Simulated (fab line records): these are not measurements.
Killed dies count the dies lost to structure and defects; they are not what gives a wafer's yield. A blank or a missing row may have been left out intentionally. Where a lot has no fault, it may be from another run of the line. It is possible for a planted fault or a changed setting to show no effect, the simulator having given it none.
Struck lot and sound lot, side by side + flow n5Finfet + 28 steps out of a route of 1938
Sound: these wafers, L216.3, L216.4, L216.5. Struck: wafer L227.1 (left out: L227.2, a lot-mate that was not struck); the cause follows at the end.
Each step with rows lists, per side, the tool, then ch with its chambers, then its first start. Under that, the readings that differ: sound wafers + struck wafers + difference of the means + sigmas: that difference in standard deviations of wafers without a fault.
alike: a reading whose means differ by less than 2 such deviations, as well as words and numbers matching on both sides. not compared: withheld readings; readings where some wafer has no value; bounds like >300 that might hide an equal value; numbers whose values overlap and for which the record gives no deviation.
Wherever a step has rows on one side only, a row that says differs or no value, or a row with sigmas, the two part there. Numbers that don't overlap but have no deviation are shown without sigmas and don't part them. A reading that every wafer of one side lacks parts them only if that side has two wafers or more.

N5_STI_FIN_REVEAL_ALD_14: deposits Si3N4, target thk 3 nm.
  sound on aldSin-04 ch 1,2, day 3 18:48; struck on aldSin-03 ch 0, day 6 09:55
  alike: heaterPowerW
then, 3 steps without rows for these wafers: N5_STI_FIN_REVEAL_FCVD_FILL_01 (material SiO2 flowable, target thk 312 nm, time 512.2 s); N5_STI_FIN_REVEAL_DENSIFY_02 (time 1800 s); N5_STI_FIN_REVEAL_CMP_04 (polishes, stops on Si3N4, t overpolish 4 s, target thk 131.83 nm).
N5_STI_FIN_REVEAL_THK_MEAS_05:
  sound on filmMetro-02 at day 4 00:11; struck on filmMetro-02 at day 6 15:20
| reading    | sound             | struck | difference | sigmas |
|------------|-------------------|--------|------------|--------|
| thkNm (nm) | 132.1 133.0 132.7 | 130.4  | -2.2       | -2     |
N5_STI_FIN_REVEAL_DENSIFY_30:
  sound on rtpAnneal-01 ch 0, day 4 00:16; struck on rtpAnneal-01 ch 0, day 6 15:21
  alike: lampPowerPct
  not compared: wafer_temp_C_max
N5_STI_FIN_REVEAL_ETCHBACK_08: etches SiO2 in C4F6/O2, target depth 30.5 nm, time 10.167 s.
  sound on rieDiel-02 ch 0,2, day 4 00:36; struck on rieDiel-02 ch 1, day 6 15:37
  alike: biasW, drypumpMotorCurrentA, mfcArSccm, oesProductAu, rfVppV, showerheadPlenumPTorr, throttleValvePct
  not compared: rfHoursCounterH
then, 5 steps without rows for these wafers: N5_STI_FIN_REVEAL_STRIP_24 (strips in N2/H2, time 90 s); N5_STI_FIN_REVEAL_PRECLEAN_25 (cleans in SPM, time 90 s); N5_STI_FIN_REVEAL_PRECLEAN_26 (cleans in SC1, time 45 s); N5_STI_FIN_REVEAL_PRECLEAN_29 (cleans in DHF, time 30 s); N5_STI_FIN_REVEAL_SRD_12 (time 30 s).
N5_STI_FIN_REVEAL_RECESS_09: chemistry HF/NH3, target SiO2, afs cycles 11, target depth 42.5 nm, sublimation time 60 s.
  sound on vaporEtch-02 ch 0,1, day 4 01:34; struck on vaporEtch-01 ch 1, day 6 15:52
| reading                                     | sound             | struck | difference | sigmas |
|---------------------------------------------|-------------------|--------|------------|--------|
| model.etch.depthNm (nm)                     | 42.31 42.31 42.31 | 63.46  | +21.15     |        |
| model.SiNx_of_FIN_SAQP_HM_DEP_03.thkNm (nm) | 17.6 18.4 18.2    | 16.2   | -1.9       |        |
  alike: drypumpMotorCurrentA
then, 3 steps without rows for these wafers: N5_STI_FIN_REVEAL_STRIP_16 (strips SiNx in H3PO4, target depth 23.8 nm); N5_STI_FIN_REVEAL_PRECLEAN_17 (cleans in NF3:NH3, afs cycles 1, time 20 s, sublimation time 60 s); N5_STI_FIN_REVEAL_ETCH_34 (etches Si in H2, material Si, target depth 0.97 nm).
N5_STI_FIN_REVEAL_OXIDATION_31: chemistry O2 PLASMA REMOTE, time 20 s.
  sound on plasmaAsher-01 ch 0,1, day 4 03:35; struck on plasmaAsher-01 ch 0, day 6 18:01
| reading             | sound | struck | difference                   | sigmas |
|---------------------|-------|--------|------------------------------|--------|
| rfHoursCounterH (h) | - - - | 116    | no value on the sound wafers |        |
  alike: drypumpMotorCurrentA, heaterPowerW
then, 3 steps without rows for these wafers: N5_STI_FIN_REVEAL_PRECLEAN_32 (cleans in NF3:NH3, afs cycles 1, time 20 s, sublimation time 60 s); N5_STI_FIN_REVEAL_STRIP_35 (strips Si3N4 in H3PO4, target depth 4 nm, time 39 s); N5_STI_FIN_REVEAL_SRD_21 (time 30 s).
N5_STI_FIN_REVEAL_OXIDATION_33: chemistry O2 PLASMA REMOTE, time 20 s.
  sound on plasmaAsher-01 ch 0,1, day 4 03:56; struck on plasmaAsher-01 ch 0, day 6 18:28
| reading             | sound | struck | difference                   | sigmas |
|---------------------|-------|--------|------------------------------|--------|
| rfHoursCounterH (h) | - - - | 116    | no value on the sound wafers |        |
  alike: drypumpMotorCurrentA, heaterPowerW
then, 2 steps without rows for these wafers: N5_STI_FIN_REVEAL_CLEAN_19 (cleans in O3/DIW, time 120 s); N5_STI_FIN_REVEAL_SRD_23 (time 30 s).
N5_STI_FIN_REVEAL_CD_MEAS_22: target cd 6.238 nm, pitch 28 nm.
  sound on cdSem-01 at day 4 04:05; struck on cdSem-02 at day 6 18:38
  alike: cdNm
N5_STI_FIN_REVEAL_FIN_H_MEAS_10:
  sound on ocd-02 at day 4 04:07; struck on ocd-01 at day 6 18:40
| reading            | sound          | struck | difference | sigmas |
|--------------------|----------------|--------|------------|--------|
| trenchDepthNm (nm) | 52.2 52.0 52.7 | 73.0   | +20.7      | +27    |
then, 1 step without rows for these wafers: N5_STI_FIN_REVEAL_PRECLEAN_18 (cleans in SC2, time 45 s).
-- record jumps: 6 days separate the struck wafers' starts on either side; left off in module STI_FIN_REVEAL, taken up again in module BEOL_M4, whose first shown step is the route's number 1111 --
N5_BEOL_M4_RC_MEAS_101:
  sound on prober-01 ch 0, day 10 06:14; struck on prober-01 ch 0, day 12 17:21
  alike: DIBL_N, DIBL_P, IOFF_N, IOFF_P, ION_N, ION_P, SS_N, SS_P, VT_N, VT_P
then, 1 step without rows for these wafers: N5_PASSIVATION_PROBE_49.

## WHERE THEY PART
Earliest at N5_STI_FIN_REVEAL_THK_MEAS_05; latest, in this record, at N5_STI_FIN_REVEAL_FIN_H_MEAS_10. Later steps at which nothing parts them and some readings are alike: N5_BEOL_M4_RC_MEAS_101.

WHY: what had been put in by the simulator
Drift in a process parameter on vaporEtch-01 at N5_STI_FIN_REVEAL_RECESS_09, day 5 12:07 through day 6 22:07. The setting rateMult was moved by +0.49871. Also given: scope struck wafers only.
